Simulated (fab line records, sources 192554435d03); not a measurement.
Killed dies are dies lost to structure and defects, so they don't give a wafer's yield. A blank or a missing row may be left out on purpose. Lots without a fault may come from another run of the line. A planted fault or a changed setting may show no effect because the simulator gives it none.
Chamber matching | flow n5_finfet | N5_BEOL_M2_DESCUM_33 on rie_diel-02: 4 sister chambers
The step chemistry O2, time 7 s. 30 wafers are shown with their chamber, then 12 later ones without.

WAFERS WITH THEIR CHAMBER
wafer  | chamber | throttle_valve_pct (%) | showerhead_plenum_p_Torr (Torr) | oes_product_au (a.u.)
L076.3 | 1       | 20.46                  | 1.98                            | 0.68
L076.4 | 3       | 20.07                  | 2.16                            | 0.73
L076.5 | 2       | 20.38                  | 2.00                            | 0.74
L077.3 | 1       | 20.50                  | 1.98                            | 0.67
L077.5 | 0       | 20.24                  | 2.12                            | 0.91
L077.6 | 3       | 20.07                  | 2.16                            | 0.73
L083.1 | 0       | 20.26                  | 2.12                            | 0.88
L083.4 | 1       | 20.51                  | 1.98                            | 0.67
L083.6 | 0       | 20.25                  | 2.12                            | 0.88
L084.1 | 1       | 20.51                  | 1.98                            | 0.67
L084.3 | 0       | 20.25                  | 2.12                            | 0.89
L084.4 | 2       | 20.40                  | 1.99                            | 0.73
L085.3 | 1       | 20.51                  | 1.98                            | 0.67
L085.5 | 3       | 20.10                  | 2.15                            | 0.71
L085.6 | 2       | 20.41                  | 1.99                            | 0.73
L086.1 | 1       | 20.50                  | 1.97                            | 0.67
L086.2 | 2       | 20.42                  | 1.99                            | 0.73
L086.4 | 0       | 20.25                  | 2.11                            | 0.88
L087.1 | 2       | 20.41                  | 1.99                            | 0.73
L087.3 | 0       | 20.26                  | 2.11                            | 0.89
L087.6 | 3       | 20.08                  | 2.15                            | 0.71
L090.3 | 0       | 20.29                  | 2.11                            | 0.85
L090.4 | 0       | 20.29                  | 2.11                            | 0.85
L090.6 | 3       | 20.12                  | 2.15                            | 0.70
L091.1 | 1       | 20.15                  | 2.24                            | 0.97
L091.2 | 3       | 20.13                  | 2.14                            | 0.69
L091.3 | 0       | 20.29                  | 2.11                            | 0.85
L091.4 | 2       | 20.43                  | 1.99                            | 0.73
L091.5 | 3       | 20.13                  | 2.14                            | 0.70
L091.6 | 0       | 20.29                  | 2.11                            | 0.86

SIGNATURES (means of the wafers above)
reading                  | chamber 0 | chamber 1 | chamber 2 | chamber 3 | scatter within a chamber
throttle_valve_pct       | 20.2670   | 20.4486   | 20.4083   | 20.1000   | 0.0667
showerhead_plenum_p_Torr | 2.1140    | 2.0157    | 1.9917    | 2.1500    | 0.0478
oes_product_au           | 0.8740    | 0.7143    | 0.7317    | 0.7100    | 0.0561
Rule: a wafer's distance from a chamber is the root of the sum, over the readings, of the square of ((its reading less the chamber's mean) divided by the reading's scatter). The wafer belongs to the nearest chamber; if the next one is less than 2 further off, it can't be placed. The scatter: the root of (the sum of the squares of (reading less its chamber's mean) over the shown wafers, divided by (wafers less chambers)).

WAFERS WITHOUT THEIR CHAMBER
wafer  | throttle_valve_pct (%) | showerhead_plenum_p_Torr (Torr) | oes_product_au (a.u.)
L093.4 | 20.16                  | 2.24                            | 0.95
L093.5 | 20.30                  | 2.11                            | 0.85
L093.6 | 20.15                  | 2.24                            | 0.95
L094.1 | 20.43                  | 1.99                            | 0.72
L094.3 | 20.17                  | 2.23                            | 0.94
L094.5 | 20.30                  | 2.11                            | 0.84
L095.3 | 20.32                  | 2.11                            | 0.86
L095.4 | 20.17                  | 2.23                            | 0.94
L095.5 | 20.43                  | 1.99                            | 0.71
L096.3 | 20.16                  | 2.23                            | 0.94
L096.5 | 20.44                  | 1.98                            | 0.72
L096.6 | 20.15                  | 2.14                            | 0.69

WHICH CHAMBER EACH WENT THROUGH
wafer  | from the rows above     | in truth
L093.4 | can't be placed: 0 or 3 | 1
L093.5 | 0                       | 0
L093.6 | can't be placed: 0 or 3 | 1
L094.1 | can't be placed: 2 or 1 | 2
L094.3 | can't be placed: 0 or 3 | 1
L094.5 | 0                       | 0
L095.3 | 0                       | 0
L095.4 | can't be placed: 0 or 3 | 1
L095.5 | can't be placed: 2 or 1 | 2
L096.3 | can't be placed: 0 or 3 | 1
L096.5 | can't be placed: 2 or 1 | 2
L096.6 | 3                       | 3
Placed correctly: 4 of 12. Can't be placed from these rows: 8 (the true chamber is among the candidates in 3). Placed wrongly: 0.
